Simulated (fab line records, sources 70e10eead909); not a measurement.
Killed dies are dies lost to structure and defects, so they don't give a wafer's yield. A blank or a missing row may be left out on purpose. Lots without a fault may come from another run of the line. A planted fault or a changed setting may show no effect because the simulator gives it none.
A struck lot beside a sound one | flow nand_harc | 17 steps out of a route of 1159
Sound: wafers L364.2, L364.5, L364.6. Struck: wafers L368.3, L368.4, L368.6. The cause comes at the end.
At each step with rows: each side's tool, then ch and its chambers, then its first start. Under that, the readings that differ: sound wafers | struck wafers | difference of the means | sigmas: that difference in standard deviations of wafers without a fault.
alike: readings whose means differ by less than 2 such deviations, and words and numbers that are the same on both sides. not compared: withheld readings, readings that some wafer has no value for, bounds like >300 that may hide the same value, and numbers for which the record gives no deviation and whose values overlap.
The two part at a step that has a row with sigmas, a row that says differs or no value, or rows on one side only. Numbers that don't overlap but have no deviation are shown without sigmas and don't part them. A reading that every wafer of one side lacks parts them only if that side has two wafers or more.

NHARC_P_M2_INSPECT_11:
  sound on defect_inspect-01, day 6 23:22; struck on defect_inspect-01, day 8 07:25
  alike: raw_defect_count
NHARC_P_M2_DESCUM_14: chemistry O2, time 3 s.
  sound on rie_diel-05 ch 1,2,3, day 6 23:27; struck on rie_diel-05 ch 2,3, day 8 07:28
  alike: drypump_motor_current_A, oes_product_au, rf_vpp_V, showerhead_plenum_p_Torr, throttle_valve_pct
  not compared: rf_hours_counter_h
NHARC_P_M2_ETCH_35: etches the open film in N2/H2, target depth 40 nm, overetch 12 nm, time 43.94 s.
  sound on rie_diel-05 ch 2,3, day 6 23:31; struck on rie_diel-05 ch 1,2, day 8 07:34
  alike: drypump_motor_current_A, oes_product_au, rf_vpp_V, showerhead_plenum_p_Torr, throttle_valve_pct
  not compared: rf_hours_counter_h
then, 1 step without rows for these wafers: NHARC_P_M2_ETCH_15 (etches the open film in C4F8/Ar, target depth 182.5 nm, time 91.2 s).
NHARC_P_M2_CD_MEAS_16:
  sound on cd_sem-03, day 6 23:44; struck on cd_sem-03, day 8 07:47
  alike: cd_nm
NHARC_P_M2_STRIP_18: strips in N2/H2.
  sound on rie_diel-05 ch 0,3, day 6 23:50; struck on rie_diel-07 ch 2,3, day 8 07:51
  alike: drypump_motor_current_A, oes_product_au, rf_vpp_V, showerhead_plenum_p_Torr, throttle_valve_pct
  not compared: rf_hours_counter_h
then, 2 steps without rows for these wafers: NHARC_P_M2_ETCH_28 (etches the open film in CF4/N2, target depth 30 nm, time 72.99 s); NHARC_P_M2_STRIP_19 (strips in post etch residue remover, time 600 s).
NHARC_P_M2_DEGAS_29: time 60 s.
  sound on pvd_sputter-01, day 7 00:28; struck on pvd_sputter-03, day 8 08:30
  alike: heater_power_w
NHARC_P_M2_PRE_CLEAN_30: time 30 s.
  sound on pvd_sputter-01; struck on pvd_sputter-03
  alike: heater_power_w
then, 2 steps without rows for these wafers: NHARC_P_M2_PVD_20 (deposits TaN, target thk 5 nm, time 8.06 s); NHARC_P_M2_PVD_21 (deposits Cu, target thk 30 nm, time 20.49 s).
NHARC_P_M2_ECD_22: material Cu, target thk 400 nm.
  sound on ecd_cu-02 ch 0,1, day 7 00:52; struck on ecd_cu-02 ch 0,1, day 8 09:29
then, 1 step without rows for these wafers: NHARC_P_M2_ANNEAL_31 (time 90 s).
NHARC_P_M2_CMP_23: polishes, t overpolish 20 s, target thk 144.3 nm.
  sound on cmp-01 ch 1,2, day 7 01:32; struck on cmp-01 ch 0,3, day 8 10:11
  reading                | sound          | struck         | difference | sigmas
  time_to_endpoint_s (s) | 25.4 27.4 24.2 | 58.7 58.2 57.2 | +32.4      | +14
  alike: motor_current_A
NHARC_P_M2_THK_MEAS_24: measures by xrf.
  sound on film_metro-01, day 7 01:51; struck on film_metro-01, day 8 10:28
  alike: thk_nm
-- the record jumps here: 13 days lie between the struck wafers' starts before and after (it left off in module P_M2 and takes up again in module END, whose first step shown is number 1159 of the route) --
NHARC_END_SORT_01:
  sound on prober-01 ch 0, day 19 15:32; struck on prober-02 ch 0, day 21 09:29
  alike: defect_limited_yield, killed_at_array, killed_at_other, killed_at_periphery, killed_dies, killed_open, killed_short, sort_bin_2_pct, sort_bin_3_pct, sort_bin_4_pct, sort_n_pass, sort_rim_yield_pct, sort_yield_pct

WHERE THEY PART
Only at NHARC_P_M2_CMP_23, within this record. Later steps at which nothing parts them and some readings are alike: NHARC_P_M2_THK_MEAS_24, NHARC_END_SORT_01.

WHY: what the simulator had put in
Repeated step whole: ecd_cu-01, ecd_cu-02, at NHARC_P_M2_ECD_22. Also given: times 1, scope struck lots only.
